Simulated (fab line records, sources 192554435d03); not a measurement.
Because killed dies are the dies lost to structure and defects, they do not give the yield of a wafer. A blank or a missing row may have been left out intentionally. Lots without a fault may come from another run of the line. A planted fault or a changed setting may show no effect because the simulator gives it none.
fab line records	flow n5Finfet
record lots=10	wafers=30	lastDay=16
route steps=1938 shown BEOL_M11@1557 PASSIVATION@1936
lots untouched by any fault: they come from a run of this same line in which no faults occurred
startH: hours from the record's opening day to when the first of the lot's shown wafers began	waitH: hours from the lot's prior step to this one	" repeats the value in the row above	L1.1+2: a single row standing in for several wafers	- either no value or no given start	* or withheld: withheld	< > ~ a bound
route shown NAME@n: names a module that has steps shown in the file, with the first one's number in the route	usual: mean and standard deviation over wafers with no fault	same: alike in all rows	chamber/n: place in a boat	sites: per-site readings	_std_site: standard deviation across them	_edge_site: mean of outer sites minus mean of inner sites	radiusMm: for every site, how far away it sits from the centre of the wafer	mask NAME#n: copy n	behind: tool/chamber where the wafer was last shaped	hold: what put the lot on hold/how long, in hours/how the hold closed	device: which transistor (n, p or np) failed to switch	end of line: tests of these same wafers at the route's end	a step given without rows: its recipe and nothing more	killed: the dies lost at the first sort to structure and to defects; this is not the yield of the wafer	map: a wafer's dies, x killed, . not, _ none there
set.NAME: setting as actually run; set.NAME@STEP: the setting as run at that earlier step	model.NAME: the simulator's own value behind a step, which no gauge read
route steps across a sampled set of lots; one table per step, one row per wafer
services: when a tool's chamber went out of use (startH, in hours from the record's first day, below 0 if earlier), for how many hours, and the reason
## steps
# step N5_BEOL_M11_HM_OPEN_17
# recipe chemistry=Cl2/BCl3	targetDepthA=200	overetchA=60	target=TiN	maskMaterial=SOC	ionEnergyEv=150	pressureMtorr=10	icpW=1000	biasW=126	Cl2_flow_sccm=53.25	bcl3FlowSccm=21.75	Ar_flow_sccm=25
# usual drypumpMotorCurrentA=6.1/0.4	mfcArSccm=25.00/0.075	oes_ar_750_au=0.75/0.08	oesProductAu=0.65/0.066	throttleValvePct=22.11/0.16
lot.wafer	tool	chamber	startH	waitH	drypumpMotorCurrentA	mfcArSccm	oes_ar_750_au	oesProductAu	rfHoursCounterH	throttleValvePct
L770.1	rieMetal-01	0	253.20	0.0	6.6	24.95	0.80	0.67	32	22.03
L770.2	"	1	"	"	5.7	25.03	0.64	0.55	87	22.27
L770.5	"	1	"	"	5.7	25.07	0.64	0.56	-	22.28
L767.1	rieMetal-02	0	259.29	0.0	6.2	24.97	0.74	0.67	44	21.81
L767.2	"	1	"	"	6.1	24.92	0.84	0.74	15	22.19
L767.3	"	1	"	"	6.1	24.99	0.85	0.75	-	22.18
L769.2	rieMetal-02	0	268.05	0.0	6.2	25.02	0.74	0.66	45	21.83
L769.5	"	0	"	"	6.2	25.05	0.74	0.68	-	21.82
L769.6	"	1	"	"	6.1	25.01	0.84	0.73	-	22.19
L772.1	rieMetal-03	1	280.21	0.0	5.9	24.93	0.67	0.60	86	22.07
L772.2	"	0	"	"	5.1	24.97	0.90	0.78	7	22.27
L772.6	"	0	"	"	5.2	24.89	0.90	0.78	-	22.26
L773.1	rieMetal-01	1	284.14	0.0	5.7	24.96	0.63	0.56	90	22.27
L773.3	"	0	"	"	6.6	24.91	0.78	0.66	-	22.00
L773.5	"	0	"	"	6.7	25.01	0.79	0.67	-	22.00
L775.1	rieMetal-01	1	316.32	0.0	5.7	24.99	0.63	0.55	93	22.28
L775.4	"	0	"	"	6.6	24.96	0.78	0.66	-	22.02
L775.5	"	0	"	"	6.6	24.84	0.77	0.66	-	22.01
L774.1	rieMetal-02	1	318.84	0.0	6.1	25.07	0.82	0.71	21	22.18
L774.2	"	1	"	"	6.1	25.00	0.83	0.73	-	22.21
L774.6	"	1	"	"	6.1	24.95	0.82	0.72	-	22.19
L778.1	rieMetal-03	1	321.34	0.0	5.9	25.06	0.66	0.59	91	22.08
L778.2	"	0	"	"	5.2	24.92	0.87	0.75	12	22.28
L778.4	"	0	"	"	5.1	25.10	0.88	0.74	-	22.29
L777.1	rieMetal-01	1	321.57	0.0	5.7	24.97	0.63	0.55	94	22.30
L777.3	"	0	"	"	6.6	24.97	0.77	0.66	-	22.03
L777.6	"	1	"	"	5.7	25.03	0.62	0.55	-	22.28
L780.1	rieMetal-01	1	341.83	0.0	5.7	25.08	0.62	0.54	95	22.29
L780.2	"	0	"	"	6.6	24.91	0.77	0.65	40	22.05
L780.3	"	0	"	"	6.6	24.98	0.77	0.65	-	22.05
# step N5_BEOL_M11_INSPECT_30
# recipe mode=adi	inspectInstrument=brightfield
# usual rawDefectCount=473/130
lot.wafer	tool	chamber	startH	waitH	rawDefectCount
L770.1	defectInspect-02	-	254.35	0.0	491
L770.2	"	-	"	"	642
L770.5	"	-	"	"	605
L767.1	defectInspect-01	-	259.95	0.0	405
L767.2	"	-	"	"	370
L767.3	"	-	"	"	336
L769.2	defectInspect-01	-	272.42	0.0	453
L769.5	"	-	"	"	546
L769.6	"	-	"	"	353
L772.1	defectInspect-01	-	282.59	0.0	349
L772.2	"	-	"	"	347
L772.6	"	-	"	"	385
L773.1	defectInspect-01	-	284.85	0.0	607
L773.3	"	-	"	"	614
L773.5	"	-	"	"	731
L775.1	defectInspect-01	-	317.20	0.0	532
L775.4	"	-	"	"	677
L775.5	"	-	"	"	422
L774.1	defectInspect-02	-	320.03	0.0	491
L774.2	"	-	"	"	374
L774.6	"	-	"	"	606
L778.1	defectInspect-02	-	322.91	0.0	636
L778.2	"	-	"	"	527
L778.4	"	-	"	"	550
L777.1	defectInspect-02	-	323.10	0.0	446
L777.3	"	-	"	"	530
L777.6	"	-	"	"	330
L780.1	defectInspect-01	-	343.55	0.0	363
L780.2	"	-	"	"	402
L780.3	"	-	"	"	475
# step N5_BEOL_M11_DESCUM_33
# recipe chemistry=O2	timeS=7.9	sourcePowerW=50	biasPowerW=20	pressureMtorr=20	rfFrequencyHz=2.712e+07	tempC=40	resist=CAR-ArF	o2FlowSccm=225
# usual drypumpMotorCurrentA=5.7/0.53	oesProductAu=0.82/0.092	rfVppV=243.1/1.4	showerheadPlenumPTorr=2.09/0.075	throttleValvePct=20.41/0.15
lot.wafer	tool	chamber	startH	waitH	drypumpMotorCurrentA	oesProductAu	rfHoursCounterH	rfVppV	showerheadPlenumPTorr	throttleValvePct
L770.1	rieDiel-06	3	254.38	0.0	6.2	0.68	237	240.4	1.99	20.90
L770.2	"	0	"	"	5.0	0.92	20	243.3	2.14	20.16
L770.5	"	0	"	"	5.1	0.94	-	243.5	2.14	20.17
L767.1	rieDiel-06	3	260.07	0.1	6.1	0.68	239	239.9	1.99	20.90
L767.2	"	1	"	"	6.6	0.89	33	244.5	2.14	20.36
L767.3	"	2	"	"	5.4	0.70	177	245.1	2.08	20.33
L769.2	rieDiel-03	3	272.45	0.0	5.2	0.91	27	242.8	2.05	20.27
L769.5	"	1	"	"	5.3	0.82	-	241.7	2.04	20.59
L769.6	"	2	"	"	5.9	0.73	-	241.9	1.99	20.30
L772.1	rieDiel-02	2	282.95	0.4	6.2	0.89	30	242.9	2.04	20.32
L772.2	"	1	"	"	6.0	0.74	170	243.0	2.08	20.50
L772.6	"	3	"	"	5.6	0.83	-	241.3	2.03	20.64
L773.1	rieDiel-03	3	284.88	0.0	5.2	0.90	31	240.8	2.05	20.28
L773.3	"	2	"	"	5.9	0.73	196	241.6	1.99	20.30
L773.5	"	2	"	"	5.9	0.73	-	241.5	1.99	20.29
L775.1	rieDiel-02	3	318.58	1.4	5.6	0.81	83	241.4	2.03	20.64
L775.4	"	0	"	"	5.2	0.87	41	243.2	2.11	20.44
L775.5	"	1	"	"	5.9	0.73	-	243.1	2.08	20.53
L774.1	rieDiel-06	0	320.09	0.1	5.0	0.90	44	243.7	2.13	20.21
L774.2	"	1	"	"	6.6	0.86	54	244.4	2.13	20.40
L774.6	"	0	"	"	5.0	0.90	-	244.7	2.13	20.20
L778.1	rieDiel-06	0	322.94	0.0	5.0	0.89	45	244.3	2.13	20.20
L778.2	"	1	"	"	6.6	0.86	55	244.3	2.13	20.39
L778.4	"	2	"	"	5.4	0.69	196	243.4	2.08	20.35
L777.1	rieDiel-06	2	323.41	0.3	5.4	0.68	196	241.6	2.08	20.34
L777.3	"	3	"	"	6.1	1.01	0	246.1	2.25	20.53
L777.6	"	0	"	"	5.1	0.89	-	243.7	2.13	20.21
L780.1	rieDiel-06	0	343.86	0.3	5.1	0.89	52	241.8	2.13	20.20
L780.2	"	3	"	"	6.1	0.98	6	245.2	2.25	20.56
L780.3	"	1	"	"	6.6	0.86	62	243.9	2.13	20.39
# step N5_BEOL_M11_ETCH_65
# recipe chemistry=CF4	target=SiARC	targetDepthA=390	maskMaterial=CAR-ArF	timeS=65	ionEnergyEv=80	pressureMtorr=40	sourceW=545	biasW=36	Ar_flow_sccm=100	cf4FlowSccm=100	ends=cleared
# usual cf4FlowSccm=100.0/0.31	drypumpMotorCurrentA=5.7/0.53	etchRfOnTimeS=64.5/1.4	mfcArSccm=100.0/0.3	oesProductAu=0.70/0.079	rfVppV=184.0/1.1	showerheadPlenumPTorr=2.14/0.066	throttleValvePct=15.56/0.15
lot.wafer	tool	chamber	startH	waitH	cf4FlowSccm	drypumpMotorCurrentA	etchRfOnTimeS	mfcArSccm	oesProductAu	rfHoursCounterH	rfVppV	showerheadPlenumPTorr	throttleValvePct
L770.1	rieDiel-06	3	254.42	0.0	99.7	6.2	64.8	100.0	0.59	237	182.3	2.02	16.03
L770.2	"	0	"	"	99.9	5.0	64.7	100.0	0.79	20	183.4	2.20	15.25
L770.5	"	0	"	"	100.1	5.1	64.6	99.7	0.79	-	184.2	2.20	15.27
L767.1	rieDiel-06	3	260.10	0.0	99.7	6.1	64.6	100.0	0.59	239	182.2	2.02	16.04
L767.2	"	1	"	"	100.0	6.6	63.4	100.1	0.78	33	185.6	2.17	15.46
L767.3	"	2	"	"	100.0	5.4	66.2	99.8	0.61	177	183.6	2.13	15.49
L769.2	rieDiel-03	3	272.48	0.0	100.1	5.1	63.7	100.0	0.77	27	184.0	2.10	15.45
L769.5	"	1	"	"	100.0	5.3	64.3	100.3	0.72	-	183.1	2.09	15.75
L769.6	"	2	"	"	99.9	5.9	63.5	100.1	0.63	-	182.9	2.06	15.57
L772.1	rieDiel-02	2	282.98	0.0	99.7	6.1	65.5	100.1	0.75	30	183.4	2.11	15.55
L772.2	"	1	"	"	100.5	5.9	61.9	99.8	0.64	170	183.4	2.13	15.68
L772.6	"	3	"	"	100.4	5.6	63.6	99.9	0.72	-	184.2	2.09	15.80
L773.1	rieDiel-03	3	284.92	0.0	99.5	5.2	64.8	100.0	0.76	31	182.8	2.10	15.46
L773.3	"	2	"	"	99.7	5.9	64.9	99.7	0.61	196	182.6	2.05	15.57
L773.5	"	2	"	"	100.1	5.9	65.0	99.9	0.61	-	183.8	2.05	15.57
L775.1	rieDiel-02	3	318.61	0.0	100.5	5.6	63.1	99.5	0.72	83	182.7	2.09	15.81
L775.4	"	0	"	"	100.2	5.2	63.8	99.9	0.75	41	185.5	2.17	15.60
L775.5	"	1	"	"	100.0	5.9	62.2	99.3	0.63	-	183.2	2.13	15.69
L774.1	rieDiel-06	0	320.13	0.0	99.9	5.1	64.2	100.4	0.75	44	184.5	2.19	15.31
L774.2	"	1	"	"	100.1	6.6	64.6	100.1	0.74	54	183.4	2.17	15.50
L774.6	"	0	"	"	99.8	5.1	63.6	99.6	0.76	-	184.4	2.19	15.31
L778.1	rieDiel-06	0	322.98	0.0	99.9	5.0	63.9	100.0	0.75	45	184.2	2.19	15.30
L778.2	"	1	"	"	100.6	6.6	65.1	100.0	0.73	55	185.1	2.17	15.49
L778.4	"	2	"	"	99.6	5.4	67.2	100.2	0.59	196	184.3	2.13	15.54
L777.1	rieDiel-06	2	323.44	0.0	99.7	5.4	66.9	100.4	0.59	196	183.2	2.13	15.53
L777.3	"	3	"	"	100.6	6.1	62.7	99.4	0.88	0	185.4	2.27	15.55
L777.6	"	0	"	"	100.8	5.0	64.3	100.1	0.75	-	184.9	2.19	15.30
L780.1	rieDiel-06	0	343.89	0.0	100.1	5.0	45.7	99.6	0.92	52	182.3	2.18	15.33
L780.2	"	3	"	"	99.6	6.1	63.2	100.0	0.83	6	186.6	2.27	15.58
L780.3	"	1	"	"	99.4	6.6	64.8	99.8	0.73	62	184.7	2.16	15.52
# step N5_PASSIVATION_PROBE_49
# usual defectLimitedYield=91.0/1.5	killed_at_M0_to_M3=35/11	killed_at_M4_up=15/5.5	killedAtContacts=12/5.5	killedAtFrontEnd=40/11	killedAtOther=4/3.1	killedDies=106/18	killedOpen=70/12	killedShort=33/8	sort_bin_4_leakage=0.00/0.0071	sort_bin_5_function=5.2/1	sort_bin_6_memory=3.4/0.66	sort_bin_8_speed=0.00/0.021	sortNPass=1074/18	sortYieldPct=91.0/1.5
# same grossDies=1180	killedAtBackSide=0
lot.wafer	tool	chamber	startH	waitH	defectLimitedYield[%]	killed_at_M0_to_M3	killed_at_M4_up	killedAtContacts	killedAtFrontEnd	killedAtOther	killedDies	killedOpen	killedShort	sort_bin_4_leakage[%]	sort_bin_5_function[%]	sort_bin_6_memory[%]	sort_bin_8_speed[%]	sortNPass	sortYieldPct[%]
L770.1	prober-02	-	303.74	0.0	91.5	38	11	19	28	4	100	68	29	0	4.4	3.6	0	1080	91.5
L770.2	prober-02	-	303.79	0.1	91.9	40	13	5	36	2	96	66	27	0	5.0	3.0	0	1084	91.9
L770.5	prober-02	-	303.94	0.2	92.4	34	20	6	29	1	90	70	16	0	4.7	2.8	0	1090	92.4
L767.1	prober-01	-	309.76	0.0	91.8	41	16	8	31	1	97	66	29	0	5.1	3.0	0	1083	91.8
L767.2	prober-01	-	309.81	0.1	90.0	52	18	10	34	4	118	83	30	0	6.5	3.2	0	1062	90.0
L767.3	prober-01	-	309.86	0.1	91.9	39	17	10	30	0	96	66	24	0	5.2	2.8	0	1084	91.9
L769.2	prober-02	-	315.01	0.1	91.1	19	10	7	64	5	105	68	35	0	4.8	3.9	0	1075	91.1
L769.5	prober-02	-	315.16	0.2	91.5	29	14	7	42	8	100	66	32	0	4.5	3.6	0	1080	91.5
L769.6	prober-02	-	315.21	0.3	92.7	29	11	5	37	4	86	62	20	0	4.7	2.4	0	1094	92.7
L772.1	prober-01	-	323.72	0.0	91.4	27	20	10	42	2	101	69	30	0	5.2	3.2	0	1079	91.4
L772.2	prober-01	-	323.77	0.1	90.0	49	21	12	32	4	118	77	40	0	6.4	3.4	0	1062	90.0
L772.6	prober-01	-	323.97	0.3	90.2	31	21	19	42	3	116	82	31	0	5.3	4.2	0	1064	90.2
L773.1	prober-02	-	330.28	0.0	92.7	27	17	10	29	3	86	56	27	0	5.3	1.8	0	1094	92.7
L773.3	prober-02	-	330.38	0.1	90.0	32	14	9	57	6	118	69	46	0	6.1	3.6	0	1062	90.0
L773.5	prober-02	-	330.48	0.2	91.4	23	5	12	56	6	102	66	34	0	4.9	3.4	0	1078	91.4
L774.1	prober-02	-	367.16	0.0	91.7	15	14	17	51	1	98	58	36	0	5.0	2.5	0	1082	91.7
L774.2	prober-02	-	367.21	0.1	90.8	40	11	17	37	4	109	77	29	0	5.3	3.9	0	1071	90.8
L774.6	prober-02	-	367.41	0.3	92.7	30	8	20	26	2	86	53	29	0	3.6	3.3	0	1094	92.7
L775.1	prober-01	-	367.69	0.0	89.1	47	19	27	32	4	129	84	41	0.08	6.7	3.7	0	1050	89.0
L775.4	prober-01	-	367.84	0.2	92.6	16	17	11	37	6	87	54	27	0	4.7	2.5	0	1093	92.6
L775.5	prober-01	-	367.89	0.2	90.8	41	16	10	41	1	109	74	33	0	5.6	3.4	0	1071	90.8
L778.1	prober-01	-	369.13	0.0	92.5	19	12	15	40	3	89	57	24	0	4.2	2.6	0.08	1090	92.4
L778.2	prober-01	-	369.18	0.1	92.4	19	5	16	48	2	90	58	30	0	4.8	2.5	0	1090	92.4
L778.4	prober-01	-	369.28	0.2	90.5	36	16	16	40	4	112	75	36	0	5.8	3.4	0	1068	90.5
L777.1	prober-02	-	369.14	0.0	91.5	27	18	12	41	2	100	71	25	0	5.3	3.1	0	1080	91.5
L777.3	prober-02	-	369.24	0.1	90.8	27	11	6	62	2	108	63	41	0	4.9	3.8	0	1072	90.8
L777.6	prober-02	-	369.39	0.3	89.5	36	13	27	37	11	124	78	34	0	6.0	3.6	0	1056	89.5
L780.1	prober-02	-	383.79	0.0	91.4	47	14	8	25	7	101	65	33	0	4.7	3.3	0	1079	91.4
L780.2	prober-02	-	383.84	0.1	91.1	42	15	9	34	5	105	70	32	0	5.2	3.6	0	1075	91.1
L780.3	prober-02	-	383.89	0.1	90.1	53	23	11	26	4	117	78	35	0	5.5	4.1	0	1063	90.1
# killed by level:class
L770.1 MOL_CONTACT_COAG:geometricParticle:open=14 BEOL_M3:geometricParticle:open=14 DUMMY_GATE:geometricParticle:open=6 STI_FIN_REVEAL:geometricParticle:open=5 BEOL_M0:geometricParticle:open=5 BEOL_M4:geometricParticle:open=5 MOL_CONTACT_COAG:geometricParticle:short=4 BEOL_M1:geometricParticle:open=4
L770.2 BEOL_M3:geometricParticle:open=8 STI_FIN_REVEAL:geometricParticle:open=7 BEOL_M0:geometricParticle:open=7 FIN_SAQP:geometricParticle:open=6 BEOL_M2:geometricParticle:open=6 MOL_CONTACT_COAG:geometricParticle:open=5 STARTING-WAFER:geometricParticle:short=5 ILD0:geometricParticle:open=4
L770.5 BEOL_M4:geometricParticle:open=10 BEOL_M3:geometricParticle:open=8 DUMMY_GATE:geometricParticle:open=7 BEOL_M0:geometricParticle:open=6 FIN_SAQP:geometricParticle:open=5 MOL_CONTACT_COAG:geometricParticle:open=5 BEOL_M2:geometricParticle:open=5 STARTING-WAFER:geometricParticle:open=5
L767.1 BEOL_M2:geometricParticle:open=9 STI_FIN_REVEAL:geometricParticle:open=7 MOL_CONTACT_COAG:geometricParticle:open=7 BEOL_M4:geometricParticle:open=7 BEOL_M3:geometricParticle:open=7 BEOL_M1:geometricParticle:short=6 FIN_SAQP:geometricParticle:open=5 BEOL_M0_SAQP:geometricParticle:short=5
L767.2 BEOL_M3:geometricParticle:open=13 BEOL_M1:geometricParticle:open=10 BEOL_M4:geometricParticle:open=10 FIN_SAQP:geometricParticle:open=8 MOL_CONTACT_COAG:geometricParticle:open=7 BEOL_M0_SAQP:geometricParticle:short=7 BEOL_M1:geometricParticle:short=7 ILD0:geometricParticle:open=6
L767.3 MOL_CONTACT_COAG:geometricParticle:open=10 ILD0:geometricParticle:open=9 FIN_SAQP:geometricParticle:open=8 BEOL_M2:geometricParticle:open=8 BEOL_M3:geometricParticle:open=8 BEOL_M0_SAQP:geometricParticle:short=5 BEOL_M1:geometricParticle:open=4 BEOL_M1:geometricParticle:short=4
L769.2 STI_FIN_REVEAL:geometricParticle:open=21 FIN_SAQP:geometricParticle:open=15 FIN_SAQP:geometricParticle:short=11 BEOL_M1:geometricParticle:open=6 GATE_CUT:geometricParticle:short=5 MOL_CONTACT_COAG:geometricParticle:open=5 BEOL_M4:geometricParticle:open=5 STARTING-WAFER:geometricParticle:short=4
L769.5 STI_FIN_REVEAL:geometricParticle:open=19 BEOL_M0_SAQP:geometricParticle:short=7 BEOL_M2:geometricParticle:open=7 FIN_SAQP:geometricParticle:open=6 MOL_CONTACT_COAG:geometricParticle:open=6 BEOL_M3:geometricParticle:open=5 BEOL_M4:geometricParticle:short=5 GATE_CUT:geometricParticle:open=4
L769.6 STI_FIN_REVEAL:geometricParticle:open=26 BEOL_M1:geometricParticle:open=8 BEOL_M0_SAQP:geometricParticle:open=6 BEOL_M0_SAQP:geometricParticle:short=4 FIN_SAQP:geometricParticle:open=3 MOL_CONTACT_COAG:geometricParticle:short=3 BEOL_M1:geometricParticle:short=3 BEOL_M2:geometricParticle:open=3
L772.1 MOL_CONTACT_COAG:geometricParticle:open=9 BEOL_M0_SAQP:geometricParticle:open=8 BEOL_M3:geometricParticle:open=8 STI_FIN_REVEAL:geometricParticle:open=7 DUMMY_GATE:geometricParticle:open=7 BEOL_M4:geometricParticle:open=7 GATE_CUT:geometricParticle:short=6 STARTING-WAFER:geometricParticle:short=6
L772.2 BEOL_M0:geometricParticle:open=13 MOL_CONTACT_COAG:geometricParticle:open=10 BEOL_M4:geometricParticle:open=10 BEOL_M2:geometricParticle:open=8 DUMMY_GATE:geometricParticle:open=7 BEOL_M0_SAQP:geometricParticle:short=7 BEOL_M0_SAQP:geometricParticle:open=7 FIN_SAQP:geometricParticle:short=4
L772.6 MOL_CONTACT_COAG:geometricParticle:open=11 STI_FIN_REVEAL:geometricParticle:open=10 BEOL_M4:geometricParticle:open=10 FIN_SAQP:geometricParticle:open=7 FIN_SAQP:geometricParticle:short=7 MOL_CONTACT_COAG:geometricParticle:short=7 BEOL_M2:geometricParticle:open=7 BEOL_M0:geometricParticle:open=5
L773.1 BEOL_M4:geometricParticle:open=10 BEOL_M0_SAQP:geometricParticle:short=8 MOL_CONTACT_COAG:geometricParticle:open=7 BEOL_M2:geometricParticle:open=6 STARTING-WAFER:geometricParticle:open=6 FIN_SAQP:geometricParticle:open=4 BEOL_M0_SAQP:geometricParticle:open=4 STI_FIN_REVEAL:geometricParticle:open=3
L773.3 FIN_SAQP:geometricParticle:short=10 BEOL_M3:geometricParticle:open=8 DUMMY_GATE:geometricParticle:open=8 MOL_CONTACT_COAG:geometricParticle:open=8 BEOL_M4:geometricParticle:open=8 FIN_SAQP:geometricParticle:open=7 ILD0:geometricParticle:open=6 STI_FIN_REVEAL:geometricParticle:open=5
L773.5 FIN_SAQP:geometricParticle:open=11 STI_FIN_REVEAL:geometricParticle:open=9 MOL_CONTACT_COAG:geometricParticle:open=9 DUMMY_GATE:geometricParticle:open=7 BEOL_M3:geometricParticle:open=7 FIN_SAQP:geometricParticle:short=6 GATE_CUT:geometricParticle:short=5 DUMMY_GATE:geometricParticle:short=4
L774.1 MOL_CONTACT_COAG:geometricParticle:open=13 FIN_SAQP:geometricParticle:short=8 DUMMY_GATE:geometricParticle:open=6 BEOL_M1:geometricParticle:open=6 STARTING-WAFER:geometricParticle:short=6 STARTING-WAFER:geometricParticle:open=5 ILD0:geometricParticle:open=5 FIN_SAQP:geometricParticle:open=4
L774.2 MOL_CONTACT_COAG:geometricParticle:open=14 BEOL_M2:geometricParticle:open=14 FIN_SAQP:geometricParticle:short=12 BEOL_M1:geometricParticle:open=11 FIN_SAQP:geometricParticle:open=9 BEOL_M0_SAQP:geometricParticle:open=5 BEOL_M4:geometricParticle:open=5 STI_FIN_REVEAL:geometricParticle:open=4
L774.6 MOL_CONTACT_COAG:geometricParticle:open=15 BEOL_M1:geometricParticle:open=9 BEOL_M2:geometricParticle:open=8 DUMMY_GATE:geometricParticle:open=5 FIN_SAQP:geometricParticle:short=4 ILD0:geometricParticle:short=4 MOL_CONTACT_COAG:geometricParticle:short=4 BEOL_M3:geometricParticle:open=4
L775.1 MOL_CONTACT_COAG:geometricParticle:open=17 BEOL_M3:geometricParticle:open=13 MOL_CONTACT_COAG:geometricParticle:short=10 BEOL_M0_SAQP:geometricParticle:short=8 BEOL_M2:geometricParticle:open=8 BEOL_M0_SAQP:geometricParticle:open=7 GATE_CUT:geometricParticle:short=6 BEOL_M4:geometricParticle:open=6
L775.4 BEOL_M2:geometricParticle:open=9 MOL_CONTACT_COAG:geometricParticle:open=8 GATE_CUT:geometricParticle:short=6 DUMMY_GATE:geometricParticle:open=5 BEOL_M5:geometricParticle:open=5 FIN_SAQP:geometricParticle:short=4 STI_FIN_REVEAL:geometricParticle:open=4 BEOL_M4:geometricParticle:open=4
L775.5 BEOL_M2:geometricParticle:open=17 STI_FIN_REVEAL:geometricParticle:open=13 FIN_SAQP:geometricParticle:short=9 MOL_CONTACT_COAG:geometricParticle:open=8 DUMMY_GATE:geometricParticle:open=6 BEOL_M0_SAQP:geometricParticle:open=6 BEOL_M0_SAQP:geometricParticle:short=5 BEOL_M3:geometricParticle:open=5
L778.1 MOL_CONTACT_COAG:geometricParticle:open=12 FIN_SAQP:geometricParticle:open=7 BEOL_M4:geometricParticle:open=7 HKMG_FIN:areaEtch=6 GATE_CUT:geometricParticle:short=5 BEOL_M0_SAQP:geometricParticle:open=5 DUMMY_GATE:geometricParticle:open=4 FIN_SAQP:geometricParticle:short=3
L777.1 FIN_SAQP:geometricParticle:open=15 BEOL_M0_SAQP:geometricParticle:open=10 BEOL_M4:geometricParticle:open=10 MOL_CONTACT_COAG:geometricParticle:open=7 FIN_SAQP:geometricParticle:short=6 GATE_CUT:geometricParticle:open=6 STI_FIN_REVEAL:geometricParticle:open=4 BEOL_M0_SAQP:geometricParticle:short=4
L778.2 FIN_SAQP:geometricParticle:short=15 FIN_SAQP:geometricParticle:open=15 MOL_CONTACT_COAG:geometricParticle:open=14 BEOL_M2:geometricParticle:open=6 BEOL_M3:geometricParticle:open=4 STARTING-WAFER:geometricParticle:open=4 GATE_CUT:geometricParticle:open=3 DUMMY_GATE:geometricParticle:short=2
L777.3 FIN_SAQP:geometricParticle:open=19 FIN_SAQP:geometricParticle:short=13 BEOL_M0_SAQP:geometricParticle:short=7 BEOL_M0_SAQP:geometricParticle:open=6 GATE_CUT:geometricParticle:open=5 STARTING-WAFER:geometricParticle:short=5 GATE_CUT:geometricParticle:short=4 MOL_CONTACT_COAG:geometricParticle:open=4
L778.4 BEOL_M2:geometricParticle:open=16 MOL_CONTACT_COAG:geometricParticle:open=14 FIN_SAQP:geometricParticle:open=8 GATE_CUT:geometricParticle:open=6 BEOL_M0:geometricParticle:open=6 STARTING-WAFER:geometricParticle:short=5 FIN_SAQP:geometricParticle:short=4 BEOL_M0:geometricParticle:short=4
L777.6 MOL_CONTACT_COAG:geometricParticle:open=21 BEOL_M0_SAQP:geometricParticle:open=10 HKMG_FIN:areaEtch=9 BEOL_M0_SAQP:geometricParticle:short=8 STI_FIN_REVEAL:geometricParticle:open=6 MOL_CONTACT_COAG:geometricParticle:short=5 BEOL_M0:geometricParticle:open=5 BEOL_M2:geometricParticle:open=5
L780.1 BEOL_M0_SAQP:geometricParticle:short=14 BEOL_M0_SAQP:geometricParticle:open=14 FIN_SAQP:geometricParticle:open=11 MOL_CONTACT_COAG:geometricParticle:open=8 BEOL_M2:geometricParticle:open=7 BEOL_M3:geometricParticle:open=7 FIN_SAQP:geometricParticle:short=4 PASS1_DEP:geometricParticle:short=4
L780.2 BEOL_M0_SAQP:geometricParticle:short=13 BEOL_M0_SAQP:geometricParticle:open=10 FIN_SAQP:geometricParticle:open=9 BEOL_M2:geometricParticle:open=8 MOL_CONTACT_COAG:geometricParticle:open=7 GATE_CUT:geometricParticle:short=6 STI_FIN_REVEAL:geometricParticle:open=4 DUMMY_GATE:geometricParticle:open=4
L780.3 BEOL_M0_SAQP:geometricParticle:open=14 BEOL_M2:geometricParticle:open=12 BEOL_M4:geometricParticle:open=11 BEOL_M0_SAQP:geometricParticle:short=10 BEOL_M1:geometricParticle:open=10 MOL_CONTACT_COAG:geometricParticle:open=6 FIN_SAQP:geometricParticle:short=5 FIN_SAQP:geometricParticle:open=5
## services
tool	chamber	startH	hours	kind
rieMetal-01	-	238.84	2.8	pm
rieDiel-06	3	249.61	2.6	repair
rieDiel-02	0	273.19	4.9	repair
rieDiel-02	1	278.60	2.9	repair
rieDiel-02	0	284.97	23.0	repair
rieDiel-06	3	297.74	-	clean
rieDiel-06	3	297.74	-	consumableReplace:focusRing
rieDiel-06	3	297.74	-	consumableReplace:showerhead
rieDiel-06	3	297.74	24.9	scheduledDown
rieDiel-06	3	297.74	24.9	ventCycle
rieDiel-02	3	300.21	8.8	repair
rieMetal-02	0	305.36	20.5	repair
rieDiel-06	2	310.73	7.4	repair
rieDiel-03	-	315.29	14.6	pm
rieDiel-02	-	339.92	2.8	pm
## key
firstSign step=N5_BEOL_M11_ETCH_65	reading=etchRfOnTimeS	direction=down	sigmas=14	usual=*	struck=*
effect none on later readings
metAt N5_BEOL_M11_ETCH_65
struckLots L780
struckWafers L780.1
notActingAt N5_BEOL_M11_HM_OPEN_17,N5_BEOL_M11_INSPECT_30,N5_BEOL_M11_DESCUM_33
onsetBetween 323.44 343.89
fault kind=processParameterDrift	tool=rieDiel-06	chamber=-	onsetH=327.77	steps=N5_BEOL_M11_ETCH_65	channel=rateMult	offset=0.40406	shape=step	endH=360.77	scope=struckWafersOnly
